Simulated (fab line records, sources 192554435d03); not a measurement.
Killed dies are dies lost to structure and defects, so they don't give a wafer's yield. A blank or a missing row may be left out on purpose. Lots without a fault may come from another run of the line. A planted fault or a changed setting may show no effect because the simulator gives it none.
fab line records | flow n5_finfet | part 2 of 2: steps 5 to 6 of 6
record lots=22 wafers=66 last_day=18
route steps=1938 shown BEOL_M4@1081 BEOL_M5@1130
lots that met no fault: from a run of the same line without faults
start_h: hours from the record's first day to the start of the lot's first wafer shown | wait_h: hours since the lot's step before | " the same as in the row above | L1.1+2: a row that stands for several wafers | - no value, or no start given | * or withheld: withheld | < > ~ a bound
route shown NAME@n: a module of which the file shows steps, and the number in the route of the first | usual: mean/standard deviation of fault-free wafers | same: alike in all rows | chamber/n: place in a boat | sites: the reading at each site | _std_site: their standard deviation | _edge_site: outer sites' mean less inner sites' | radius_mm: how far each site lies from the wafer's centre | mask NAME#n: copy n | behind: the tool/chamber that last shaped the wafer | hold: why the lot was held/for how many hours/how that ended | device: the transistor (n, p or np) that didn't switch | end of line: the same wafers' tests at the end of the route | a step without rows: its recipe alone | killed: dies lost to structure and defects at the first sort, not the wafer's yield | map: a wafer's dies, x killed, . not, _ none there
set.NAME: the setting as run; set.NAME@STEP: as run at that earlier step | model.NAME: the simulator's own value behind a step, which no gauge read
steps of the route over a sample of lots; a table a step, a row a wafer
services: from which hour (start_h, from the record's first day; less than 0 if before it) a tool's chamber was out of use, for how many hours, and why
## steps
# step N5_BEOL_M5_OVL_MEAS_29
# recipe points_per_wafer=522
# usual V4_OVL=-0.1/0.58
# same points_per_wafer=522
# columns lot.wafer tool chamber start_h wait_h V4_OVL[nm]
L075.2 overlay-01 0 178.99 0.0 0.4
L075.3 " 0 " " -0.6
L075.4 " 0 " " -0.2
L074.4 overlay-02 0 186.03 0.0 0.1
L074.5 " 0 " " -0.7
L074.6 " 0 " " -0.7
L076.2 overlay-02 0 200.79 0.0 -0.2
L076.3 " 0 " " -0.7
L076.6 " 0 " " 0.5
L077.1 overlay-01 0 203.12 0.0 0.2
L077.2 " 0 " " 0.2
L077.4 " 0 " " 0.3
L078.1 overlay-01 0 210.96 0.0 0.5
L078.2 " 0 " " -0.3
L078.4 " 0 " " -1.0
L080.2 overlay-01 0 213.13 0.0 -0.6
L080.4 " 0 " " -0.5
L080.5 " 0 " " -0.5
L079.1 overlay-01 0 215.81 0.0 -0.1
L079.4 " 0 " " 0.2
L079.5 " 0 " " -0.1
L081.3 overlay-02 0 229.13 0.0 1.2
L081.5 " 0 " " 1.1
L081.6 " 0 " " 0.4
L082.2 overlay-02 0 232.32 0.0 0.4
L082.3 " 0 " " -0.5
L082.6 " 0 " " 0.7
L083.3 overlay-01 0 253.75 0.0 0.0
L083.4 " 0 " " 0.0
L083.5 " 0 " " 0.0
L084.4 overlay-02 0 256.60 0.0 0.2
L084.5 " 0 " " 0.2
L084.6 " 0 " " -0.6
L086.1 overlay-01 0 256.63 0.0 -1.4
L086.3 " 0 " " -0.2
L086.5 " 0 " " -0.8
L085.3 overlay-01 0 261.84 0.0 0.4
L085.5 " 0 " " 0.0
L085.6 " 0 " " 1.2
L088.2 overlay-02 0 273.34 0.0 -0.6
L088.3 " 0 " " -0.1
L088.6 " 0 " " -0.2
L087.1 overlay-01 0 275.58 0.0 0.0
L087.3 " 0 " " 0.1
L087.4 " 0 " " 0.9
L089.1 overlay-02 0 285.81 0.0 -0.9
L089.2 " 0 " " 0.2
L089.4 " 0 " " -0.1
L092.3 overlay-02 0 303.69 0.0 -0.5
L092.4 " 0 " " -0.6
L092.5 " 0 " " -0.2
L094.1 overlay-02 0 306.90 0.0 0.1
L094.5 " 0 " " 0.8
L094.6 " 0 " " 0.8
L095.3 overlay-01 0 310.13 0.0 0.2
L095.4 " 0 " " -0.1
L095.5 " 0 " " -0.7
L093.1 overlay-01 0 323.09 0.0 -1.5
L093.4 " 0 " " 0.0
L093.6 " 0 " " -0.3
L096.1 overlay-01 0 326.39 0.0 -0.2
L096.3 " 0 " " -0.5
L096.6 " 0 " " -0.1
L097.1 overlay-02 0 330.64 0.0 0.4
L097.2 " 0 " " -0.3
L097.4 " 0 " " 0.0
# step N5_BEOL_M5_ETCH_75
# recipe chemistry=N2/H2 target=underlayer target_depth_a=65 mask_material=CAR-EUV time_s=5.2 ion_energy_ev=200 pressure_mtorr=30 source_w=840 bias_w=150 n2_flow_sccm=200 h2_flow_sccm=200 ends=cleared
# usual bias_w=150.0/0.46 drypump_motor_current_A=5.7/0.36 etch_rf_on_time_s=5.22/0.14 oes_product_au=0.66/0.076 rf_vpp_V=524.7/2.1 showerhead_plenum_p_Torr=2.58/0.067 throttle_valve_pct=17.88/0.23
# columns lot.wafer tool chamber start_h wait_h bias_w drypump_motor_current_A etch_rf_on_time_s oes_product_au rf_hours_counter_h rf_vpp_V showerhead_plenum_p_Torr throttle_valve_pct
L075.2 rie_diel-06 3 179.11 0.0 151.0 5.7 5.05 0.62 224 525.8 2.63 18.12
L075.3 " 2 " " 150.2 6.1 5.08 0.65 144 526.7 2.65 18.02
L075.4 " 1 " " 149.8 5.8 5.33 0.60 225 526.5 2.61 18.02
L074.4 rie_diel-03 3 186.14 0.0 150.3 5.6 5.19 0.63 - 523.4 2.54 18.11
L074.5 " 0 " " 149.4 5.3 5.40 0.66 - 526.1 2.66 17.91
L074.6 " 1 " " 149.9 5.5 5.45 0.58 - 522.5 2.49 17.82
L076.2 rie_diel-06 0 201.36 0.0 150.4 5.4 5.28 0.73 59 523.9 2.58 17.68
L076.3 " 2 " " 149.7 6.1 5.13 0.64 150 524.4 2.65 18.04
L076.6 " 2 " " 149.7 6.1 5.12 0.65 - 528.1 2.65 18.05
L077.1 rie_diel-02 1 203.25 0.0 149.9 6.0 5.06 0.65 150 524.0 2.56 17.59
L077.2 " 2 " " 149.8 5.1 5.35 0.62 158 524.9 2.64 18.02
L077.4 " 0 " " 150.2 6.6 5.26 0.59 224 521.2 2.42 18.13
L078.1 rie_diel-06 2 211.74 0.0 150.2 6.1 5.06 0.65 152 527.6 2.65 18.02
L078.2 " 0 " " 150.0 5.4 5.18 0.72 63 525.0 2.58 17.71
L078.4 " 0 " " 150.2 5.4 5.23 0.72 - 524.8 2.58 17.70
L080.2 rie_diel-06 3 213.45 0.0 149.6 5.7 5.15 0.60 234 525.9 2.63 18.16
L080.4 " 3 " " 150.1 5.7 5.10 0.61 - 524.3 2.63 18.14
L080.5 " 2 " " 149.6 6.1 5.18 0.64 - 527.2 2.65 18.03
L079.1 rie_diel-03 1 215.94 0.0 150.6 5.5 5.45 0.58 248 523.8 2.48 17.82
L079.4 " 0 " " 150.4 5.3 5.41 0.65 - 525.9 2.66 17.97
L079.5 " 1 " " 150.5 5.5 5.38 0.58 - 522.3 2.48 17.83
L081.3 rie_diel-03 0 229.24 0.0 149.1 5.3 5.46 0.63 159 528.0 2.66 17.97
L081.5 " 3 " " 150.6 5.6 5.26 0.61 - 523.0 2.53 18.12
L081.6 " 0 " " 149.8 5.4 5.45 0.64 - 526.1 2.66 17.94
L082.2 rie_diel-06 3 232.76 0.0 150.1 5.7 5.05 0.61 243 525.3 2.62 18.15
L082.3 " 2 " " 149.7 6.1 5.05 0.64 162 528.7 2.64 18.05
L082.6 " 3 " " 150.4 5.7 5.04 0.60 - 523.4 2.63 18.14
L083.3 rie_diel-03 0 254.12 0.0 151.7 5.4 5.40 0.64 170 524.6 2.65 17.98
L083.4 " 3 " " 149.9 5.5 5.19 0.60 222 521.9 2.53 18.14
L083.5 " 3 " " 149.7 5.5 5.19 0.61 - 522.1 2.53 18.14
L084.4 rie_diel-03 3 257.10 0.0 150.3 5.6 5.21 0.61 223 523.7 2.53 18.12
L084.5 " 1 " " 149.7 5.6 5.23 0.81 - 524.4 2.48 17.44
L084.6 " 2 " " 149.9 5.8 5.23 0.78 - 523.8 2.48 17.53
L086.1 rie_diel-02 0 257.15 0.0 150.4 6.6 5.33 0.58 242 518.9 2.41 18.16
L086.3 " 3 " " 150.8 5.6 5.08 0.60 248 525.3 2.60 17.86
L086.5 " 2 " " 149.9 5.1 5.39 0.61 - 525.3 2.63 18.09
L085.3 rie_diel-03 2 261.96 0.0 150.0 5.8 5.17 0.78 17 522.7 2.48 17.53
L085.5 " 3 " " 149.3 5.6 5.20 0.60 - 524.1 2.52 18.15
L085.6 " 0 " " 149.9 5.3 5.37 0.64 - 527.5 2.65 17.98
L088.2 rie_diel-06 2 273.67 0.0 149.6 6.1 5.13 0.63 176 525.9 2.64 18.05
L088.3 " 1 " " 150.3 5.8 5.39 0.60 239 525.2 2.61 18.02
L088.6 " 0 " " 150.0 5.3 5.34 0.68 - 522.3 2.57 17.74
L087.1 rie_diel-02 1 275.70 0.0 148.6 6.0 5.14 0.63 173 521.7 2.55 17.60
L087.3 " 2 " " 149.7 5.1 5.41 0.60 182 525.3 2.63 18.08
L087.4 " 0 " " 150.2 6.6 5.37 0.57 - 521.8 2.41 18.17
L089.1 rie_diel-02 3 285.94 0.0 149.7 5.6 4.94 0.88 1 525.1 2.60 17.39
L089.2 " 2 " " 150.8 5.1 5.43 0.60 186 526.1 2.63 18.09
L089.4 " 1 " " 149.4 6.0 5.14 0.63 - 526.2 2.55 17.63
L092.3 rie_diel-03 0 303.80 0.0 149.8 5.3 5.42 0.63 186 527.2 2.65 18.01
L092.4 " 2 " " 150.2 5.8 5.16 0.75 28 525.0 2.47 17.55
L092.5 " 1 " " 150.7 5.5 5.22 0.78 - 523.5 2.48 17.48
L094.1 rie_diel-06 3 307.02 0.0 149.7 5.7 5.03 0.80 10 526.2 2.62 17.70
L094.5 " 3 " " 149.5 5.7 5.05 0.80 - 526.3 2.62 17.69
L094.6 " 0 " " 149.9 5.4 5.28 0.68 - 525.3 2.57 17.77
L095.3 rie_diel-06 0 310.26 0.0 149.5 5.4 5.27 0.68 100 523.2 2.57 17.78
L095.4 " 0 " " 149.7 5.4 5.29 0.69 - 524.3 2.57 17.77
L095.5 " 2 " " 149.6 6.1 5.10 0.62 - 524.8 2.63 18.12
L093.1 rie_diel-06 2 323.22 0.0 151.0 6.2 5.07 0.62 193 526.0 2.63 18.08
L093.4 " 3 " " 149.9 5.7 4.99 0.79 - 523.9 2.62 17.67
L093.6 " 0 " " 150.0 5.4 5.24 0.68 - 524.3 2.57 17.78
L096.1 rie_diel-03 0 326.52 0.0 150.3 5.4 5.44 0.62 192 525.3 2.64 18.02
L096.3 " 2 " " 150.1 5.8 5.14 0.76 35 520.5 2.47 17.57
L096.6 " 1 " " 150.3 5.5 5.27 0.76 - 522.3 2.47 17.49
L097.1 rie_diel-02 2 331.10 0.0 150.4 5.2 5.34 0.60 199 527.6 2.62 18.11
L097.2 " 3 " " 149.7 5.6 4.90 0.84 15 525.9 2.59 17.41
L097.4 " 1 " " 149.9 6.1 5.15 0.62 188 523.5 2.54 17.64
## services
# columns tool chamber start_h hours kind
rie_metal-03 0 148.73 3.7 repair
ald_metal-01 - 175.20 14.6 pm
pvd_sputter-01 - 182.92 8.3 repair
rie_diel-03 2 185.59 - clean
rie_diel-03 2 185.59 - consumable_replace:esc
rie_metal-01 - 195.37 0.8 repair
rie_diel-06 2 205.55 5.7 repair
ald_metal-01 2 209.33 5.6 repair
rie_diel-06 3 250.46 - clean
rie_diel-06 3 250.46 - consumable_replace:focus_ring
rie_diel-06 3 250.46 18.2 scheduled_down
rie_diel-06 3 250.46 18.2 vent_cycle
ald_metal-01 - 255.14 8.7 pm
rie_metal-02 - 273.07 1.4 pm
rie_metal-02 - 275.43 20.2 repair
rie_metal-02 1 303.36 2.4 repair
rie_diel-06 1 305.63 - clean
rie_diel-06 1 305.63 - consumable_replace:focus_ring
rie_diel-06 1 305.63 18.3 scheduled_down
rie_diel-06 1 305.63 18.3 vent_cycle
ald_metal-03 0 306.08 26.6 repair
ald_metal-01 3 306.39 9.4 repair
rie_diel-02 - 315.59 2.8 pm
ald_metal-03 - 327.47 2.3 repair
